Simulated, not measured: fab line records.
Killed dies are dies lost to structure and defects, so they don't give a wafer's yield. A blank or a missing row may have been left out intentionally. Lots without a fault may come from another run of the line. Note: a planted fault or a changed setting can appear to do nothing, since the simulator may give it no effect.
A struck lot beside a sound one | flow nand-harc | 15 steps out of a route of 1302
Sound: these wafers, L843.1, L843.2, L843.5. Struck: wafer L850.3 (left out: L850.2, a lot-mate that was not struck); the cause follows at the end.
Order at every step that has rows: each side's tool, ch and its chambers, its first start. Under that, the readings that differ: sound wafers | struck wafers | difference of the means | sigmas: that difference in standard deviations of wafers without a fault.
alike: readings whose means differ by less than 2 such deviations, and words and numbers that are the same on both sides. not compared: withheld readings, readings that some wafer has no value for, bounds like >300 that may hide the same value, and numbers for which the record gives no deviation and whose values overlap.
A row with sigmas, a row that says differs or no value, or rows on one side alone: a step with any of these is where the two part. When numbers do not overlap yet have no deviation, they are printed without sigmas and do not part them. A reading that every wafer of one side lacks parts them only if that side has two wafers or more.

first, 7 steps without rows for these wafers: NHARC_A_SLIT_HMDS_02 (time 30 s); NHARC_A_SLIT_COAT_03 (resist thk 90 nm); NHARC_A_SLIT_SOFTBAKE_04 (time 55 s); NHARC_A_SLIT_EBR_05; NHARC_A_SLIT_EXPOSE_06 (exposes mask SLIT); NHARC_A_SLIT_PEB_07 (peb time 65 s); NHARC_A_SLIT_DEVELOP_08 (develop time 35 s).
NHARC_A_SLIT_CD_MEAS_09 targets a cd of 300 nm.
  sound on cd-sem-01 ch 0, day 24 03:18; struck on cd-sem-02 ch 0, day 27 16:30
  alike: cd-nm
NHARC_A_SLIT_OVL_MEAS_10:
  sound on overlay-01, day 24 03:23; struck on overlay-02, day 27 16:35
  reading           | sound       | struck | difference | sigmas
  overlay-y-nm (nm) | 1.4 0.9 0.5 | -1.2   | -2.1       | -2
  alike: overlay-x-nm
NHARC_A_SLIT_INSPECT_11:
  sound on defect-inspect-02, day 24 03:25; struck on defect-inspect-02, day 27 16:37
  alike: raw-defect-count
NHARC_A_SLIT_DESCUM_14: chemistry O2, time 3 s.
  sound on rie-diel-06 ch 0,1,2, day 24 03:29; struck on rie-diel-06 ch 2, day 27 16:45
  alike: chamber-pressure-mTorr, drypump-motor-current-A, o2-flow-sccm, oes-product-au, rf-vpp-V, showerhead-plenum-p-Torr, throttle-valve-pct
  not compared: rf-hours-counter-h
NHARC_A_SLIT_ETCH_24: etches the open film in CF4/CHF3, target depth 121 nm, time 60.5 s.
  sound on rie-diel-06 ch 0,1,3, day 24 03:34; struck on rie-diel-06 ch 0, day 27 16:53
  reading               | sound             | struck | difference | sigmas
  oes-product-au (a.u.) | 0.964 0.956 0.983 | 0.918  | -0.050     | -3
  alike: chamber-pressure-mTorr, drypump-motor-current-A, rf-vpp-V, showerhead-plenum-p-Torr, throttle-valve-pct
  not compared: rf-hours-counter-h
NHARC_A_SLIT_ETCH_15: etches the open film in O2/COS, target depth 6200 nm, time 1612 s.
  sound on rie-diel-06 ch 1,2, day 24 03:39; struck on rie-diel-06 ch 2, day 27 17:05
  reading               | sound             | struck | difference | sigmas
  oes-product-au (a.u.) | 0.998 0.995 0.985 | 0.822  | -0.171     | -24
  alike: chamber-pressure-mTorr, drypump-motor-current-A, o2-flow-sccm, rf-vpp-V, showerhead-plenum-p-Torr, throttle-valve-pct
  not compared: rf-hours-counter-h
NHARC_A_SLIT_ETCH_17: etches the open film in C4F8/O2/Ar, time 4254.5 s, target depth 20300 nm.
  sound on har-etch-02 ch 0,1, day 24 04:44; struck on har-etch-02 ch 1, day 27 21:53
  reading             | sound             | struck | difference | sigmas
  o2-flow-sccm (sccm) | 41.72 41.69 41.86 | 41.41  | -0.35      | -3
  alike: c4f8-flow-sccm, chamber-pressure-mTorr, drypump-motor-current-A, he-backside-leak-sccm, showerhead-plenum-p-Torr, throttle-valve-pct
  not compared: rf-hours-counter-h
-- the record jumps here: 5 days lie between the struck wafers' starts before and after (it left off in module A_SLIT and takes up again in module END, whose first step shown is number 1302 of the route) --
NHARC_END_SORT_01:
  sound on prober-01 ch 0, day 28 16:08; struck on prober-01 ch 0, day 33 04:36
  reading             | sound    | struck | difference | sigmas
  killed-at-array     | 89 60 61 | 668    | +598       | +28
  killed-at-periphery | 1 3 1    | 8      | +6         | +2
  killed-dies         | 90 63 62 | 677    | +605       | +30
  alike: killed-at-other, killed-open, killed-short

## WHERE THEY PART
Last at NHARC_END_SORT_01 as far as this record goes, first at NHARC_A_SLIT_OVL_MEAS_10.

WHY: whatever the simulator had introduced
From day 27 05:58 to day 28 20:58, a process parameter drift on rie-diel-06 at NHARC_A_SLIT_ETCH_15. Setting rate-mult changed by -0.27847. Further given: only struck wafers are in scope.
